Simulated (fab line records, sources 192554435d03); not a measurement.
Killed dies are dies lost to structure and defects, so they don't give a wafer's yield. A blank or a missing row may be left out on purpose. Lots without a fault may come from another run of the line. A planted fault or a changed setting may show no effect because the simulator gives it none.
fab line records | flow n5_finfet
record lots=4 wafers=12 last_day=19
route steps=1938 shown FIN_SAQP@134 BEOL_M4@1111 PASSIVATION@1936
lots that met no fault: from a run of the same line without faults
start_h: hours from the record's first day to the start of the lot's first wafer shown | wait_h: hours since the lot's step before | " the same as in the row above | L1.1+2: a row that stands for several wafers | - no value, or no start given | * or withheld: withheld | < > ~ a bound
route shown NAME@n: a module of which the file shows steps, and the number in the route of the first | usual: mean/standard deviation of fault-free wafers | same: alike in all rows | chamber/n: place in a boat | sites: the reading at each site | _std_site: their standard deviation | _edge_site: outer sites' mean less inner sites' | radius_mm: how far each site lies from the wafer's centre | mask NAME#n: copy n | behind: the tool/chamber that last shaped the wafer | hold: why the lot was held/for how many hours/how that ended | device: the transistor (n, p or np) that didn't switch | end of line: the same wafers' tests at the end of the route | a step without rows: its recipe alone | killed: dies lost to structure and defects at the first sort, not the wafer's yield | map: a wafer's dies, x killed, . not, _ none there
set.NAME: the setting as run; set.NAME@STEP: as run at that earlier step | model.NAME: the simulator's own value behind a step, which no gauge read
lots at some steps of the route; a table a step, a row a wafer
services: from which hour (start_h, from the record's first day; less than 0 if before it) a tool's chamber was out of use, for how many hours, and why
## steps
# step N5_FIN_SAQP_ETCH_69
# recipe chemistry=N2/H2 target=SOC target_depth_a=1500 stop_on=SiNx ion_energy_ev=100 bias_w=61 pressure_mtorr=30 source_w=850 n2_flow_sccm=200 h2_flow_sccm=200
# step N5_FIN_SAQP_ETCH_67
# recipe chemistry=CH3F/O2 target=SiNx target_depth_a=300 mask_material=SOC pressure_mtorr=30 source_w=395 bias_w=73 Ar_flow_sccm=150 CH3F_flow_sccm=30 O2_flow_sccm=20 ion_energy_ev=120
# step N5_FIN_SAQP_STRIP_70
# recipe chemistry=N2/H2 power_w=500 temp_c=40 pressure_mtorr=50 rf_frequency_hz=6e+07 overash_fraction=0.3 bias_power_w=28 h2_frac=0.5 n2_flow_sccm=300 h2_flow_sccm=300
# step N5_FIN_SAQP_RECESS_71
# recipe chemistry=HF/NH3 target=SiO2 target_depth_a=30 afs_cycles=1 temp_c=30 sublimation_temp_c=180 sublimation_time_s=60
# step N5_FIN_SAQP_SPACER2_ALD_28
# recipe material=SiO2 target_thk_a=81 temp_c=300 ald_precursor_family=BDEAS ald_co_reactant=O2-plasma pulse_time_s=1 purge_time_s=2 co_reactant_purge_time_s=2 pressure_torr=2
# step N5_FIN_SAQP_SPACER2_ETCHBACK_29
# recipe chemistry=CHF3/O2 mode=anisotropic_etchback target=SiO2 target_depth_a=122 time_s=6.1 pressure_mtorr=30 source_w=650 bias_w=170 Ar_flow_sccm=200 CHF3_flow_sccm=50 O2_flow_sccm=5 ion_energy_ev=200
# step N5_FIN_SAQP_MANDREL2_REMOVE_60
# recipe chemistry=HBr/Cl2/O2 bt_time_s=10 target=a-Si stop_on=SiNx endpoint=OES-SiCl over_etch_frac=1 icp_w=600 bias_w=22 HBr_flow_sccm=150 Cl2_flow_sccm=80 O2_flow_sccm=5 pressure_mtorr=10
# step N5_FIN_SAQP_HM_OPEN_33
# recipe chemistry=CH3F/O2 target=SiNx mask_material=SiO2 target_depth_a=494 time_s=70.6 pressure_mtorr=30 source_w=395 bias_w=73 Ar_flow_sccm=150 CH3F_flow_sccm=30 O2_flow_sccm=20 ion_energy_ev=120 ends=cleared
# step N5_FIN_SAQP_ETCH_34
# recipe chemistry=C4F6/O2 target=SiO2 target_depth_a=450 time_s=15 ion_energy_ev=250 pressure_mtorr=30 source_w=345 bias_w=185 Ar_flow_sccm=300 C4F6_flow_sccm=10 O2_flow_sccm=10 ends=cleared
# step N5_FIN_SAQP_STRIP_77
# recipe chemistry=N2/H2 time_s=90 power_w=100 temp_c=40 pressure_mtorr=100 rf_frequency_hz=6e+07 bias_power_w=3 n2_flow_sccm=300 h2_flow_sccm=300
# step N5_FIN_SAQP_ETCH_64
# recipe chemistry=CF4 target=SiO2 target_depth_a=15 ion_energy_ev=350 pressure_mtorr=10 icp_w=800 bias_w=400 cf4_flow_sccm=80
# usual bias_w=399.9/1.3 cf4_flow_sccm=80.03/0.25 drypump_motor_current_A=5.6/0.44 oes_product_au=1.000/0.011 rf_fwd_power_W=784/4.4 throttle_valve_pct=21.79/0.19
# columns lot.wafer tool chamber start_h wait_h bias_w cf4_flow_sccm drypump_motor_current_A oes_product_au rf_fwd_power_W rf_hours_counter_h throttle_valve_pct model.SiNx_of_FIN_SAQP_HM_DEP_03.thk_nm
L247.1 rie_si-01 1 37.74 0.0 396.9 79.84 5.8 1.007 786 18 21.71 31.6
L247.4 " 0 " " 399.6 79.73 6.1 1.015 774 155 21.83 32
L247.6 " 2 " " 397.4 80.40 5.3 0.995 782 - 21.56 32
L255.1 rie_si-01 1 86.41 0.0 - - - - - - - 33.8
L255.5 " 3 " " - - - - - - - 34.6
L255.6 " 0 " " - - - - - - - 34.4
L256.4 rie_si-01 1 92.20 0.0 - - - - - - - 34.4
L256.5 " 0 " " - - - - - - - 34.4
L256.6 " 1 " " - - - - - - - 34.4
L267.1 rie_si-06 2 161.17 0.0 400.9 80.14 6.1 0.992 777 106 21.71 32
L267.2 " 3 " " 400.0 80.17 6.2 0.989 780 47 21.74 32.2
L267.3 " 0 " " 399.4 80.28 4.9 0.992 782 2 22.20 31.6
# step N5_FIN_SAQP_FIN_ETCH_36
# recipe chemistry=HBr/Cl2/O2 target_depth_a=1200 mask_material=SiNx time_s=50.4 bias_w=102 pressure_mtorr=10 icp_w=800 HBr_flow_sccm=150 Cl2_flow_sccm=80 O2_flow_sccm=12
# step N5_FIN_SAQP_PRECLEAN_38
# recipe chemistry=O3/DIW time_s=45 temp_c=22 o3_ppm=10
# step N5_FIN_SAQP_PRECLEAN_45
# recipe chemistry=dHF time_s=10 dilution=500:1 temp_c=25
# usual temp_c=24.99/0.098
# columns lot.wafer tool chamber start_h wait_h temp_c model.SiNx_of_FIN_SAQP_HM_DEP_03.thk_nm
L247.1 wet_bench-03 5 37.93 0.0 25.03 20
L247.4 " 6 " " 25.00 20.8
L247.6 " 0 " " 24.99 20.4
L255.1 wet_bench-06 0 86.60 0.0 25.01 22.2
L255.5 " 5 " " 24.93 23
L255.6 " 3 " " 25.01 23
L256.4 wet_bench-05 3 92.39 0.0 25.04 22.8
L256.5 " 7 " " 24.86 23
L256.6 " 0 " " 24.92 22.8
L267.1 wet_bench-05 4 161.36 0.0 25.08 20.4
L267.2 " 0 " " 24.83 20.6
L267.3 " 6 " " 24.96 20.2
# step N5_FIN_SAQP_SRD_39
# recipe dry=ipa_marangoni time_s=30 temp_c=23 rinse_liquid=diw
# step N5_BEOL_M4_RC_MEAS_101
# usual DIBL_N=36.2/1.2 DIBL_P=36.3/1.3 IOFF_N=0.155/0.019 IOFF_P=0.210/0.029 ION_N=677/8.6 ION_P=465/6.8 SS_N=71.4/0.48 SS_P=73.2/0.53 VT_N=249.9/2.4 VT_P=-250/3.2
# columns lot.wafer tool chamber start_h wait_h DIBL_N[mV/V] DIBL_P[mV/V] IOFF_N[nA/um] IOFF_P[nA/um] ION_N[uA/um] ION_P[uA/um] SS_N[mV/dec] SS_P[mV/dec] VT_N[mV] VT_P[mV]
L247.1 prober-02 0 164.41 0.0 37.0 38.1 0.186 0.255 703 479 71.3 74.4 242.8 -246
L247.4 " 0 " " 36.0 36.2 0.160 0.230 678 470 71.3 73.4 245.2 -247
L247.6 " 0 " " 34.6 34.7 0.137 0.204 680 469 70.7 73.1 250.8 -249
L267.1 prober-02 0 329.04 0.0 36.2 35.4 0.151 0.202 671 464 71.4 73.1 249.5 -252
L267.2 " 0 " " 35.7 35.3 0.148 0.196 665 455 71.2 72.5 251.8 -252
L267.3 " 0 " " 38.5 37.9 0.202 0.232 680 461 72.1 74.5 247.8 -252
# step N5_PASSIVATION_PROBE_49
# usual defect_limited_yield=91.2/1.4 killed_at_M0_to_M3=34/10 killed_at_M4_up=13/5.1 killed_at_contacts=12/6.5 killed_at_front_end=41/11 killed_at_other=4/3.3 killed_dies=104/16 killed_on_rim=14/3.9 killed_open=69/13 killed_short=33/7 sort_bin_5_function=5.1/0.91 sort_bin_6_memory=3.3/0.69 sort_n_pass=1076/16 sort_yield_pct=91.2/1.4
# same gross_dies=1180 killed_at_back_side=0 sort_bin_4_leakage[%]=0 sort_bin_8_speed[%]=0
# columns lot.wafer tool chamber start_h wait_h defect_limited_yield[%] killed_at_M0_to_M3 killed_at_M4_up killed_at_contacts killed_at_front_end killed_at_other killed_dies killed_on_rim killed_open killed_short sort_bin_5_function[%] sort_bin_6_memory[%] sort_n_pass sort_yield_pct[%]
L247.1 prober-01 - 274.30 0.0 89.1 65 11 9 42 2 129 19 89 40 6.1 4.5 1051 89.1
L247.4 prober-01 - 274.45 0.2 88.8 51 10 13 52 6 132 19 90 41 6.9 3.8 1048 88.8
L247.6 prober-01 - 274.55 0.3 89.9 58 7 20 33 1 119 14 75 44 5.8 3.9 1061 89.9
L255.1 prober-02 - 344.00 0.0 0 36 14 6 1124 0 1180 152 65 31 96.5 3.4 0 0
L255.5 prober-02 - 344.20 0.2 0 57 10 10 1102 1 1180 152 81 34 95.8 3.9 0 0
L255.6 prober-02 - 344.25 0.3 0 54 11 5 1106 4 1180 152 100 35 95.2 4.6 0 0
L256.4 prober-02 - 356.74 0.2 0 42 12 5 1120 1 1180 152 63 37 96.4 3.2 0 0
L256.5 prober-02 - 356.79 0.2 0 35 24 15 1106 0 1180 152 72 34 96.3 3.5 0 0
L256.6 prober-02 - 356.84 0.3 0 33 15 17 1114 1 1180 152 89 17 97.1 2.8 0 0
L267.1 prober-01 - 446.76 0.0 89.7 31 20 12 49 9 121 15 80 41 6.9 3.0 1059 89.7
L267.2 prober-01 - 446.81 0.1 89.7 42 20 24 32 3 121 15 81 40 6.1 3.7 1059 89.7
L267.3 prober-01 - 446.86 0.1 91.1 21 13 32 39 0 105 9 72 32 5.3 3.3 1075 91.1
# killed by level:class
L247.1 BEOL_M0_SAQP:geometric_particle:open=22 STI_FIN_REVEAL:geometric_particle:open=19 BEOL_M0_SAQP:geometric_particle:short=17 BEOL_M3:geometric_particle:open=11 MOL_CONTACT_COAG:geometric_particle:open=8 BEOL_M2:geometric_particle:open=8 FIN_SAQP:geometric_particle:short=5 FIN_SAQP:geometric_particle:open=4
L247.4 STI_FIN_REVEAL:geometric_particle:open=21 BEOL_M2:geometric_particle:open=16 BEOL_M0_SAQP:geometric_particle:short=13 MOL_CONTACT_COAG:geometric_particle:open=11 FIN_SAQP:geometric_particle:open=10 GATE_CUT:geometric_particle:short=8 BEOL_M0_SAQP:geometric_particle:open=7 BEOL_M1:geometric_particle:open=7
L247.6 BEOL_M2:geometric_particle:open=15 MOL_CONTACT_COAG:geometric_particle:open=12 BEOL_M0_SAQP:geometric_particle:short=12 BEOL_M0_SAQP:geometric_particle:open=9 STI_FIN_REVEAL:geometric_particle:open=8 BEOL_M3:geometric_particle:open=8 MOL_CONTACT_COAG:geometric_particle:short=8 BEOL_M2:geometric_particle:short=6
L255.1 FIN_SAQP:area_etch=1084 STI_FIN_REVEAL:geometric_particle:open=15 BEOL_M2:geometric_particle:open=8 BEOL_M1:geometric_particle:open=6 FIN_SAQP:geometric_particle:short=5 MOL_CONTACT_COAG:geometric_particle:open=5 BEOL_M0_SAQP:geometric_particle:open=5 FIN_SAQP:geometric_particle:open=4
L255.5 FIN_SAQP:area_etch=1065 STI_FIN_REVEAL:geometric_particle:open=15 BEOL_M0_SAQP:geometric_particle:open=14 BEOL_M0_SAQP:geometric_particle:short=12 BEOL_M3:geometric_particle:open=9 FIN_SAQP:geometric_particle:open=8 BEOL_M0:geometric_particle:open=8 FIN_SAQP:geometric_particle:short=6
L255.6 FIN_SAQP:area_etch=1044 STI_FIN_REVEAL:geometric_particle:open=25 FIN_SAQP:geometric_particle:open=15 BEOL_M1:geometric_particle:open=14 BEOL_M0_SAQP:geometric_particle:open=12 BEOL_M0_SAQP:geometric_particle:short=9 BEOL_M0:geometric_particle:open=8 BEOL_M3:geometric_particle:open=7
L256.4 FIN_SAQP:area_etch=1080 BEOL_M1:geometric_particle:open=13 BEOL_M0_SAQP:geometric_particle:short=11 FIN_SAQP:geometric_particle:short=10 STI_FIN_REVEAL:geometric_particle:open=8 BEOL_M0_SAQP:geometric_particle:open=8 FIN_SAQP:geometric_particle:open=7 BEOL_M4:geometric_particle:open=6
L256.5 FIN_SAQP:area_etch=1074 BEOL_M4:geometric_particle:open=14 BEOL_M3:geometric_particle:open=12 MOL_CONTACT_COAG:geometric_particle:open=11 FIN_SAQP:geometric_particle:short=7 BEOL_M1:geometric_particle:open=6 FIN_SAQP:geometric_particle:open=5 STARTING-WAFER:geometric_particle:short=5
L256.6 FIN_SAQP:area_etch=1074 MOL_CONTACT_COAG:geometric_particle:open=16 STI_FIN_REVEAL:geometric_particle:open=12 BEOL_M4:geometric_particle:open=12 BEOL_M3:geometric_particle:open=11 BEOL_M2:geometric_particle:open=9 FIN_SAQP:geometric_particle:open=6 BEOL_M0_SAQP:geometric_particle:open=6
L267.1 BEOL_M3:geometric_particle:open=13 BEOL_M4:geometric_particle:open=13 FIN_SAQP:geometric_particle:short=11 MOL_CONTACT_COAG:geometric_particle:open=11 STI_FIN_REVEAL:geometric_particle:open=8 FIN_SAQP:geometric_particle:open=6 BEOL_M1:geometric_particle:open=6 STI_FIN_REVEAL:geometric_particle:short=5
L267.2 MOL_CONTACT_COAG:geometric_particle:open=18 BEOL_M2:geometric_particle:short=12 BEOL_M4:geometric_particle:open=12 STI_FIN_REVEAL:geometric_particle:open=11 BEOL_M3:geometric_particle:open=11 FIN_SAQP:geometric_particle:open=6 MOL_CONTACT_COAG:geometric_particle:short=6 BEOL_M0:geometric_particle:open=6
L267.3 MOL_CONTACT_COAG:geometric_particle:open=26 FIN_SAQP:geometric_particle:short=11 FIN_SAQP:geometric_particle:open=10 BEOL_M3:geometric_particle:open=7 DUMMY_GATE:geometric_particle:open=6 MOL_CONTACT_COAG:geometric_particle:short=6 BEOL_M4:geometric_particle:open=6 STI_FIN_REVEAL:geometric_particle:open=4
# map L255.1 (x killed, . not)
_________________xxxxxxxxxxxx________________
______________xxxxxxxxxxxxxxxxxx_____________
___________xxxxxxxxxxxxxxxxxxxxxxxx__________
__________xxxxxxxxxxxxxxxxxxxxxxxxxx_________
________xxxxxxxxxxxxxxxxxxxxxxxxxxxxxx_______
_______xxxxxxxxxxxxxxxxxxxxxxxxxxxxxxxx______
______xxxxxxxxxxxxxxxxxxxxxxxxxxxxxxxxxx_____
_____xxxxxxxxxxxxxxxxxxxxxxxxxxxxxxxxxxxx____
____xxxxxxxxxxxxxxxxxxxxxxxxxxxxxxxxxxxxxx___
___xxxxxxxxxxxxxxxxxxxxxxxxxxxxxxxxxxxxxxxx__
___xxxxxxxxxxxxxxxxxxxxxxxxxxxxxxxxxxxxxxxx__
__xxxxxxxxxxxxxxxxxxxxxxxxxxxxxxxxxxxxxxxxxx_
__xxxxxxxxxxxxxxxxxxxxxxxxxxxxxxxxxxxxxxxxxx_
_xxxxxxxxxxxxxxxxxxxxxxxxxxxxxxxxxxxxxxxxxxxx
_xxxxxxxxxxxxxxxxxxxxxxxxxxxxxxxxxxxxxxxxxxxx
_xxxxxxxxxxxxxxxxxxxxxxxxxxxxxxxxxxxxxxxxxxxx
_xxxxxxxxxxxxxxxxxxxxxxxxxxxxxxxxxxxxxxxxxxxx
_xxxxxxxxxxxxxxxxxxxxxxxxxxxxxxxxxxxxxxxxxxxx
_xxxxxxxxxxxxxxxxxxxxxxxxxxxxxxxxxxxxxxxxxxxx
_xxxxxxxxxxxxxxxxxxxxxxxxxxxxxxxxxxxxxxxxxxxx
_xxxxxxxxxxxxxxxxxxxxxxxxxxxxxxxxxxxxxxxxxxxx
__xxxxxxxxxxxxxxxxxxxxxxxxxxxxxxxxxxxxxxxxxx_
__xxxxxxxxxxxxxxxxxxxxxxxxxxxxxxxxxxxxxxxxxx_
___xxxxxxxxxxxxxxxxxxxxxxxxxxxxxxxxxxxxxxxx__
___xxxxxxxxxxxxxxxxxxxxxxxxxxxxxxxxxxxxxxxx__
____xxxxxxxxxxxxxxxxxxxxxxxxxxxxxxxxxxxxxx___
_____xxxxxxxxxxxxxxxxxxxxxxxxxxxxxxxxxxxx____
______xxxxxxxxxxxxxxxxxxxxxxxxxxxxxxxxxx_____
_______xxxxxxxxxxxxxxxxxxxxxxxxxxxxxxxx______
________xxxxxxxxxxxxxxxxxxxxxxxxxxxxxx_______
__________xxxxxxxxxxxxxxxxxxxxxxxxxx_________
___________xxxxxxxxxxxxxxxxxxxxxxxx__________
______________xxxxxxxxxxxxxxxxxx_____________
_________________xxxxxxxxxxxx________________
# map L256.4 (x killed, . not)
_________________xxxxxxxxxxxx________________
______________xxxxxxxxxxxxxxxxxx_____________
___________xxxxxxxxxxxxxxxxxxxxxxxx__________
__________xxxxxxxxxxxxxxxxxxxxxxxxxx_________
________xxxxxxxxxxxxxxxxxxxxxxxxxxxxxx_______
_______xxxxxxxxxxxxxxxxxxxxxxxxxxxxxxxx______
______xxxxxxxxxxxxxxxxxxxxxxxxxxxxxxxxxx_____
_____xxxxxxxxxxxxxxxxxxxxxxxxxxxxxxxxxxxx____
____xxxxxxxxxxxxxxxxxxxxxxxxxxxxxxxxxxxxxx___
___xxxxxxxxxxxxxxxxxxxxxxxxxxxxxxxxxxxxxxxx__
___xxxxxxxxxxxxxxxxxxxxxxxxxxxxxxxxxxxxxxxx__
__xxxxxxxxxxxxxxxxxxxxxxxxxxxxxxxxxxxxxxxxxx_
__xxxxxxxxxxxxxxxxxxxxxxxxxxxxxxxxxxxxxxxxxx_
_xxxxxxxxxxxxxxxxxxxxxxxxxxxxxxxxxxxxxxxxxxxx
_xxxxxxxxxxxxxxxxxxxxxxxxxxxxxxxxxxxxxxxxxxxx
_xxxxxxxxxxxxxxxxxxxxxxxxxxxxxxxxxxxxxxxxxxxx
_xxxxxxxxxxxxxxxxxxxxxxxxxxxxxxxxxxxxxxxxxxxx
_xxxxxxxxxxxxxxxxxxxxxxxxxxxxxxxxxxxxxxxxxxxx
_xxxxxxxxxxxxxxxxxxxxxxxxxxxxxxxxxxxxxxxxxxxx
_xxxxxxxxxxxxxxxxxxxxxxxxxxxxxxxxxxxxxxxxxxxx
_xxxxxxxxxxxxxxxxxxxxxxxxxxxxxxxxxxxxxxxxxxxx
__xxxxxxxxxxxxxxxxxxxxxxxxxxxxxxxxxxxxxxxxxx_
__xxxxxxxxxxxxxxxxxxxxxxxxxxxxxxxxxxxxxxxxxx_
___xxxxxxxxxxxxxxxxxxxxxxxxxxxxxxxxxxxxxxxx__
___xxxxxxxxxxxxxxxxxxxxxxxxxxxxxxxxxxxxxxxx__
____xxxxxxxxxxxxxxxxxxxxxxxxxxxxxxxxxxxxxx___
_____xxxxxxxxxxxxxxxxxxxxxxxxxxxxxxxxxxxx____
______xxxxxxxxxxxxxxxxxxxxxxxxxxxxxxxxxx_____
_______xxxxxxxxxxxxxxxxxxxxxxxxxxxxxxxx______
________xxxxxxxxxxxxxxxxxxxxxxxxxxxxxx_______
__________xxxxxxxxxxxxxxxxxxxxxxxxxx_________
___________xxxxxxxxxxxxxxxxxxxxxxxx__________
______________xxxxxxxxxxxxxxxxxx_____________
_________________xxxxxxxxxxxx________________
## services
# columns tool chamber start_h hours kind
rie_si-06 0 51.06 - clean
rie_si-06 0 51.06 19.7 scheduled_down
rie_si-06 0 51.06 19.7 vent_cycle
rie_si-06 1 90.62 10.5 repair
rie_si-06 - 90.73 0.3 repair
rie_si-06 3 95.15 22.9 repair
rie_si-06 0 105.77 2.3 repair
rie_si-06 0 129.46 5.0 repair
## key
first_sign step=N5_FIN_SAQP_ETCH_64 reading=tool_record direction=missing
effect step=N5_PASSIVATION_PROBE_49 reading=sort_bin_5_function direction=up sigmas=99+ usual=5.1 struck=96.2
model_effect step=N5_FIN_SAQP_ETCH_64 value=SiNx_of_FIN_SAQP_HM_DEP_03.thk_nm without=32.43 struck=34.33
model_effect step=N5_FIN_SAQP_PRECLEAN_45 value=SiNx_of_FIN_SAQP_HM_DEP_03.thk_nm without=20.9 struck=22.8
more_kills_born_at N5_FIN_SAQP_ETCH_64@rie_si-01=6421
met_at N5_FIN_SAQP_ETCH_64
struck_wafers L255.1,L255.5,L255.6,L256.4,L256.5,L256.6
later_rows_left_out L255.1,L255.5,L255.6,L256.4,L256.5,L256.6
onset_between 37.74 86.41
fault kind=skipped_step_whole tool=rie_si-01 chamber=- onset_h=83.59 steps=N5_FIN_SAQP_ETCH_64 scope=struck_lots_only
# later_rows_left_out: the simulator's readings of these wafers behind a module that went badly wrong aren't trusted and aren't shown, but for the sort
